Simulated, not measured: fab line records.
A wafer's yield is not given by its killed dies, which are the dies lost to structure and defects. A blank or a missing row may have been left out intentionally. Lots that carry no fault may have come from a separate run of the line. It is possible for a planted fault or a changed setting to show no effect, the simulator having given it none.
fab line records + flow nand_harc + part 2 of 2: steps 17 to 27 of 27
record:
- lots: 5
- wafers: 15
- last_day: 33
route steps=1302 shown A_CHANNEL_HOLE_D2@589 A_CHANNEL_FILL_D2@610
lots that met no fault: from a run of the same line without faults
start_h: hours from the record's first day to the start of the lot's first wafer shown + wait_h: how many hours have passed since the lot's step before this one + " unchanged from the row above + L1.1+2: one row covering several wafers at once + - either no value or no given start + * or withheld: withheld + < > ~ a bound
route shown NAME@n: NAME is a module with steps in the file, n the number in the route of the first one + usual: mean/standard deviation taken from wafers without a fault + same: alike in all rows + chamber/n: place in a boat + sites: the reading at each site + _std_site: standard deviation across them + _edge_site: mean of outer sites minus mean of inner sites + radius_mm: how far each site lies from the wafer's centre + mask NAME#n: copy n + behind: the last tool/chamber to shape the wafer + hold: why the lot was held/for how many hours/how that ended + device: names the non-switching transistor (n, p or np) + end of line: the route-end tests of the same wafers + a step with no rows: only its recipe + killed: the dies lost at the first sort to structure and to defects; this is not the yield of the wafer + map: a wafer's dies, marking killed ones x, the rest . and places with no die _
set.NAME: the setting the step ran with; set.NAME@STEP: the setting that earlier step ran with + model.NAME: the simulator's own value behind a step, which no gauge read
lots seen at some steps along the route; tables by step, rows by wafer
services: when a tool's chamber went out of use (start_h, in hours from the record's first day, below 0 if earlier), for how many hours, and the reason
== steps ==
step: NHARC_A_CHANNEL_HOLE_D2_PRECLEAN_29
recipe:
- time_s: *
- temp_c: 50
- bath_age_min: 0
- chemistry: SC1
usual:
- diw_flow_mL_min: 1415/4
- nh4oh_flow_mL_min: 28.29/0.08
same:
- bath_age_min: 0
| lot.wafer | tool         | chamber | start_h | wait_h | diw_flow_mL_min | nh4oh_flow_mL_min |
|-----------|--------------|---------|---------|--------|-----------------|-------------------|
| L080.3    | wet_bench-02 | 1       | 369.39  | -      | 1407            | 28.18             |
| L080.2    | "            | 2       | "       | "      | 1418            | 28.31             |
| L080.5    | "            | 6       | "       | "      | 1415            | 28.27             |
| L083.6    | wet_bench-03 | 7       | 415.47  | -      | 1420            | 28.22             |
| L083.3    | "            | 0       | "       | "      | 1405            | 28.32             |
| L083.4    | "            | 1       | "       | "      | 1408            | 28.28             |
| L090.4    | wet_bench-07 | 0       | 464.31  | -      | 1419            | 28.21             |
| L090.5    | "            | 2       | "       | "      | 1415            | 28.29             |
| L090.2    | "            | 3       | "       | "      | 1420            | 28.22             |
| L092.2    | wet_bench-02 | 5       | 498.59  | -      | 1413            | 28.14             |
| L092.5    | "            | 6       | "       | "      | 1420            | 28.20             |
| L092.1    | "            | 7       | "       | "      | 1412            | 28.18             |
| L095.4    | wet_bench-03 | 6       | 527.00  | -      | 1408            | 28.38             |
| L095.6    | "            | 2       | "       | "      | 1406            | 28.35             |
| L095.5    | "            | 3       | "       | "      | 1415            | 28.20             |
step: NHARC_A_CHANNEL_HOLE_D2_SRD_30
| lot.wafer  | tool         | chamber | start_h | wait_h |
|------------|--------------|---------|---------|--------|
| L080.3+2+5 | wet_bench-02 | 1,2,6   | -       | -      |
| L083.6+3+4 | wet_bench-03 | 7,0,1   | -       | -      |
| L090.4+5+2 | wet_bench-07 | 0,2,3   | -       | -      |
| L092.2+5+1 | wet_bench-02 | 5,6,7   | -       | -      |
| L095.4+6+5 | wet_bench-03 | 6,2,3   | -       | -      |
step: NHARC_A_CHANNEL_HOLE_D2_CD_MEAS_31
usual:
- cd_nm: 90.0/1.1
| lot.wafer | tool      | chamber | start_h | wait_h | cd_nm |
|-----------|-----------|---------|---------|--------|-------|
| L080.2    | cd_sem-03 | -       | 369.54  | -      | 90.8  |
| L080.3    | "         | -       | "       | "      | 89.8  |
| L080.5    | "         | -       | "       | "      | 89.9  |
| L083.3    | cd_sem-02 | -       | 415.60  | -      | 91.4  |
| L083.4    | "         | -       | "       | "      | 90.9  |
| L083.6    | "         | -       | "       | "      | 89.6  |
| L090.2    | cd_sem-01 | -       | 464.45  | -      | 89.8  |
| L090.4    | "         | -       | "       | "      | 88.4  |
| L090.5    | "         | -       | "       | "      | 88.9  |
| L092.1    | cd_sem-01 | -       | 498.71  | -      | 88.6  |
| L092.2    | "         | -       | "       | "      | 89.2  |
| L092.5    | "         | -       | "       | "      | 89.9  |
| L095.4    | cd_sem-03 | -       | 527.15  | -      | 89.4  |
| L095.5    | "         | -       | "       | "      | 89.0  |
| L095.6    | "         | -       | "       | "      | 87.8  |
step: NHARC_A_CHANNEL_HOLE_D2_XSEM_32
recipe:
- landing_energy_ev: 35000
usual:
- bot_cd_nm: 74.6/1.3
- bow_nm: 8.58/0.28
- tilt_deg: 0.07/0.035
| lot.wafer | tool    | chamber | start_h | wait_h | bot_cd_nm | bow_nm | tilt_deg |
|-----------|---------|---------|---------|--------|-----------|--------|----------|
| L080.2    | xsem-02 | 0       | 369.63  | 0.1    | 75.4      | 8.41   | 0.05     |
| L080.3    | "       | 0       | "       | "      | 74.0      | 8.39   | 0.05     |
| L080.5    | "       | 0       | "       | "      | 75.0      | 8.45   | 0.05     |
| L083.3    | xsem-02 | 0       | 415.69  | 0.1    | 75.3      | 8.41   | 0.10     |
| L083.4    | "       | 0       | "       | "      | 75.8      | 8.39   | 0.10     |
| L083.6    | "       | 0       | "       | "      | 74.1      | 8.45   | 0.10     |
| L090.2    | xsem-02 | 0       | 464.55  | 0.1    | 74.1      | 8.12   | 0.02     |
| L090.4    | "       | 0       | "       | "      | 72.2      | 8.17   | 0.02     |
| L090.5    | "       | 0       | "       | "      | 72.7      | 8.15   | 0.02     |
| L092.1    | xsem-01 | 0       | 498.80  | 0.1    | 72.4      | 8.73   | 0.06     |
| L092.2    | "       | 0       | "       | "      | 73.8      | 8.66   | 0.06     |
| L092.5    | "       | 0       | "       | "      | 74.3      | 8.76   | 0.06     |
| L095.4    | xsem-01 | 0       | 527.24  | 0.1    | 73.1      | 8.82   | 0.03     |
| L095.5    | "       | 0       | "       | "      | 73.3      | 8.79   | 0.03     |
| L095.6    | "       | 0       | "       | "      | 72.5      | 8.84   | 0.03     |
step: NHARC_A_CHANNEL_HOLE_D2_INSPECT_40
usual:
- raw_defect_count: 299/80
| lot.wafer | tool              | chamber | start_h | wait_h | raw_defect_count |
|-----------|-------------------|---------|---------|--------|------------------|
| L080.2    | defect_inspect-02 | -       | 369.72  | -      | 463              |
| L080.3    | "                 | -       | "       | "      | 381              |
| L080.5    | "                 | -       | "       | "      | 379              |
| L083.3    | defect_inspect-02 | -       | 415.78  | -      | 258              |
| L083.4    | "                 | -       | "       | "      | 257              |
| L083.6    | "                 | -       | "       | "      | 313              |
| L090.2    | defect_inspect-01 | -       | 464.64  | -      | 454              |
| L090.4    | "                 | -       | "       | "      | 272              |
| L090.5    | "                 | -       | "       | "      | 414              |
| L092.1    | defect_inspect-01 | -       | 498.90  | -      | 215              |
| L092.2    | "                 | -       | "       | "      | 397              |
| L092.5    | "                 | -       | "       | "      | 160              |
| L095.4    | defect_inspect-02 | -       | 527.32  | -      | 262              |
| L095.5    | "                 | -       | "       | "      | 411              |
| L095.6    | "                 | -       | "       | "      | 211              |
step: NHARC_A_CHANNEL_FILL_D2_PRECLEAN_00
recipe:
- time_s: *
- temp_c: 50
- bath_age_min: 0
- chemistry: SC1
usual:
- diw_flow_mL_min: 1415/4.2
- nh4oh_flow_mL_min: 28.31/0.099
same:
- bath_age_min: 0
| lot.wafer | tool         | chamber | start_h | wait_h | diw_flow_mL_min | nh4oh_flow_mL_min |
|-----------|--------------|---------|---------|--------|-----------------|-------------------|
| L080.5    | wet_bench-09 | 5       | 369.77  | 0.0    | 1410            | 28.17             |
| L080.2    | "            | 1       | "       | "      | 1421            | 28.35             |
| L080.3    | "            | 2       | "       | "      | 1408            | 28.37             |
| L083.4    | wet_bench-06 | 4       | 415.84  | 0.1    | 1415            | 28.34             |
| L083.3    | "            | 5       | "       | "      | 1417            | 28.19             |
| L083.6    | "            | 6       | "       | "      | 1409            | 28.38             |
| L090.2    | wet_bench-06 | 1       | 464.69  | 0.1    | 1416            | 28.37             |
| L090.5    | "            | 3       | "       | "      | 1413            | 28.14             |
| L090.4    | "            | 4       | "       | "      | 1413            | 28.41             |
| L092.5    | wet_bench-06 | 3       | 498.95  | 0.1    | 1421            | 28.31             |
| L092.1    | "            | 4       | "       | "      | 1413            | 28.38             |
| L092.2    | "            | 7       | "       | "      | 1413            | 28.25             |
| L095.5    | wet_bench-06 | 7       | 527.38  | 0.1    | 1408            | 28.33             |
| L095.4    | "            | 1       | "       | "      | 1421            | 28.50             |
| L095.6    | "            | 2       | "       | "      | 1418            | 28.43             |
step: NHARC_A_CHANNEL_FILL_D2_SRD_01
| lot.wafer  | tool         | chamber | start_h | wait_h |
|------------|--------------|---------|---------|--------|
| L080.5+2+3 | wet_bench-09 | 5,1,2   | -       | -      |
| L083.4+3+6 | wet_bench-06 | 4,5,6   | -       | -      |
| L090.2+5+4 | wet_bench-06 | 1,3,4   | -       | -      |
| L092.5+1+2 | wet_bench-06 | 3,4,7   | -       | -      |
| L095.5+4+6 | wet_bench-06 | 7,1,2   | -       | -      |
step: NHARC_A_CHANNEL_FILL_D2_ALD_02
recipe:
- target_thk_a: 60
- pulse_time_s: 10
- ald_cycles: 60
- temp_c: 300
- material: SiO2
usual:
- heater_power_w: 473/60
- precursor_pulse_height_rel: 1.003/0.021
same:
- pulse_time_s: 10
| lot.wafer | tool      | chamber | start_h | wait_h | heater_power_w | precursor_pulse_height_rel |
|-----------|-----------|---------|---------|--------|----------------|----------------------------|
| L080.3    | ald_hk-02 | 2       | 369.92  | -      | 406            | 0.996                      |
| L080.2    | "         | 3       | "       | "      | 473            | 1.041                      |
| L080.5    | "         | 3       | "       | "      | 480            | 1.004                      |
| L083.3    | ald_hk-04 | 3       | 416.46  | -      | 483            | 1.006                      |
| L083.4    | "         | 2       | "       | "      | 400            | 1.046                      |
| L083.6    | "         | 3       | "       | "      | 481            | 1.007                      |
| L090.4    | ald_hk-03 | 1       | 464.83  | -      | 474            | 0.999                      |
| L090.2    | "         | 2       | "       | "      | 548            | 0.944                      |
| L090.5    | "         | 2       | "       | "      | 539            | 1.003                      |
| L092.2    | ald_hk-02 | 2       | 499.09  | -      | 436            | 0.995                      |
| L092.1    | "         | 1       | "       | "      | 442            | 1.002                      |
| L092.5    | "         | 2       | "       | "      | 428            | 1.047                      |
| L095.4    | ald_hk-02 | 3       | 527.66  | -      | 478            | 1.001                      |
| L095.6    | "         | 1       | "       | "      | 446            | 0.999                      |
| L095.5    | "         | 2       | "       | "      | 435            | 0.968                      |
step: NHARC_A_CHANNEL_FILL_D2_ALD_03
recipe:
- target_thk_a: 60
- pulse_time_s: 60
- ald_cycles: 58
- temp_c: 630
- pressure_torr: 2
- material: SiNx
usual:
- precursor_pulse_height_rel: 1.002/0.019
same:
- pulse_time_s: 60
| lot.wafer | tool             | chamber | start_h | wait_h | precursor_pulse_height_rel |
|-----------|------------------|---------|---------|--------|----------------------------|
| L080.2    | ald_sin_batch-03 | 0       | -       | -      | 1.003                      |
| L080.3    | "                | 0       | "       | "      | 1.013                      |
| L080.5    | "                | 0       | "       | "      | 0.996                      |
| L083.3    | ald_sin_batch-02 | 0       | -       | -      | 1.006                      |
| L083.4    | "                | 0       | "       | "      | 0.991                      |
| L083.6    | "                | 0       | "       | "      | 1.026                      |
| L090.2    | ald_sin_batch-02 | 0       | -       | -      | 0.996                      |
| L090.4    | "                | 0       | "       | "      | 0.988                      |
| L090.5    | "                | 0       | "       | "      | 1.006                      |
| L092.1    | ald_sin_batch-01 | 0       | -       | -      | 1.012                      |
| L092.2    | "                | 0       | "       | "      | 0.994                      |
| L092.5    | "                | 0       | "       | "      | 1.003                      |
| L095.4    | ald_sin_batch-02 | 0       | -       | -      | 0.988                      |
| L095.5    | "                | 0       | "       | "      | 0.988                      |
| L095.6    | "                | 0       | "       | "      | 1.008                      |
step: NHARC_A_CHANNEL_FILL_D2_ALD_14
recipe:
- target_thk_a: 25
- pulse_time_s: 10
- ald_cycles: 25
- temp_c: 300
- material: SiO2
usual:
- heater_power_w: 475/64
- precursor_pulse_height_rel: 1.001/0.019
same:
- pulse_time_s: 10
| lot.wafer | tool      | chamber | start_h | wait_h | heater_power_w | precursor_pulse_height_rel |
|-----------|-----------|---------|---------|--------|----------------|----------------------------|
| L080.2    | ald_hk-02 | 2       | 376.98  | 0.1    | 414            | 0.978                      |
| L080.3    | "         | 3       | "       | "      | 485            | 0.995                      |
| L080.5    | "         | 2       | "       | "      | 410            | 0.970                      |
| L083.3    | ald_hk-03 | 1       | 423.86  | 0.0    | 470            | 1.019                      |
| L083.4    | "         | 0       | "       | "      | 447            | 1.002                      |
| L083.6    | "         | 2       | "       | "      | 535            | 0.998                      |
| L090.4    | ald_hk-03 | 2       | 471.93  | 0.1    | 547            | 1.035                      |
| L090.2    | "         | 0       | "       | "      | 440            | 0.983                      |
| L090.5    | "         | 1       | "       | "      | 476            | 0.995                      |
| L092.1    | ald_hk-02 | 2       | 506.05  | 0.0    | 434            | 0.985                      |
| L092.2    | "         | 1       | "       | "      | 447            | 1.001                      |
| L092.5    | "         | 2       | "       | "      | 442            | 1.009                      |
| L095.4    | ald_hk-03 | 1       | 536.27  | 1.8    | 482            | 0.961                      |
| L095.5    | "         | 1       | "       | "      | 472            | 0.995                      |
| L095.6    | "         | 2       | "       | "      | 543            | 1.005                      |
step: NHARC_A_CHANNEL_FILL_D2_ALD_15
recipe:
- target_thk_a: 20
- pulse_time_s: 60
- ald_cycles: 19
- temp_c: 630
- pressure_torr: 2
- material: SiNx
usual:
- precursor_pulse_height_rel: 0.999/0.019
same:
- pulse_time_s: 60
| lot.wafer | tool             | chamber | start_h | wait_h | precursor_pulse_height_rel |
|-----------|------------------|---------|---------|--------|----------------------------|
| L080.2    | ald_sin_batch-01 | 0       | 380.25  | 3.2    | 0.969                      |
| L080.3    | "                | 0       | "       | "      | 1.019                      |
| L080.5    | "                | 0       | "       | "      | 0.978                      |
| L083.3    | ald_sin_batch-03 | 0       | -       | -      | 0.995                      |
| L083.4    | "                | 0       | "       | "      | 1.039                      |
| L083.6    | "                | 0       | "       | "      | 1.003                      |
| L090.2    | ald_sin_batch-01 | 0       | -       | -      | 1.016                      |
| L090.4    | "                | 0       | "       | "      | 0.989                      |
| L090.5    | "                | 0       | "       | "      | 0.997                      |
| L092.1    | ald_sin_batch-03 | 0       | -       | -      | 0.974                      |
| L092.2    | "                | 0       | "       | "      | 1.011                      |
| L092.5    | "                | 0       | "       | "      | 0.979                      |
| L095.4    | ald_sin_batch-01 | 0       | -       | -      | 0.978                      |
| L095.5    | "                | 0       | "       | "      | 0.985                      |
| L095.6    | "                | 0       | "       | "      | 0.992                      |
== services ==
| tool             | chamber | start_h | hours | kind   |
|------------------|---------|---------|-------|--------|
| wet_bench-09     | -       | 352.80  | 8.0   | pm     |
| rie_diel-02      | 1       | 366.34  | 5.1   | repair |
| rie_diel-02      | -       | 366.76  | 2.8   | repair |
| wet_bench-06     | -       | 369.60  | 8.0   | pm     |
| xsem-01          | -       | 374.00  | 14.0  | pm     |
| rie_diel-06      | 3       | 376.22  | 10.1  | repair |
| har_etch-02      | -       | 377.00  | 17.0  | pm     |
| rie_diel-09      | 1       | 377.19  | 9.8   | repair |
| wet_bench-03     | -       | 386.40  | 8.0   | pm     |
| ald_hk-03        | -       | 390.32  | 10.0  | pm     |
| rie_diel-02      | -       | 393.70  | 9.0   | pm     |
| ald_hk-02        | -       | 400.21  | 10.0  | pm     |
| rie_diel-02      | 0       | 411.22  | 5.0   | repair |
| wet_bench-02     | -       | 420.00  | 8.0   | pm     |
| ald_hk-02        | -       | 427.78  | 0.3   | repair |
| rie_diel-06      | 1       | 459.50  | 10.0  | repair |
| xsem-02          | -       | 460.63  | 2.7   | repair |
| rie_diel-06      | -       | 484.20  | 9.0   | pm     |
| rie_diel-09      | -       | 497.39  | 9.0   | pm     |
| ald_hk-02        | -       | 497.95  | 0.7   | repair |
| ald_sin_batch-01 | -       | 506.01  | 26.0  | pm     |
| wet_bench-07     | -       | 512.00  | 8.0   | pm     |
| ald_hk-04        | -       | 516.27  | 3.4   | repair |
| wet_bench-09     | -       | 528.80  | 8.0   | pm     |
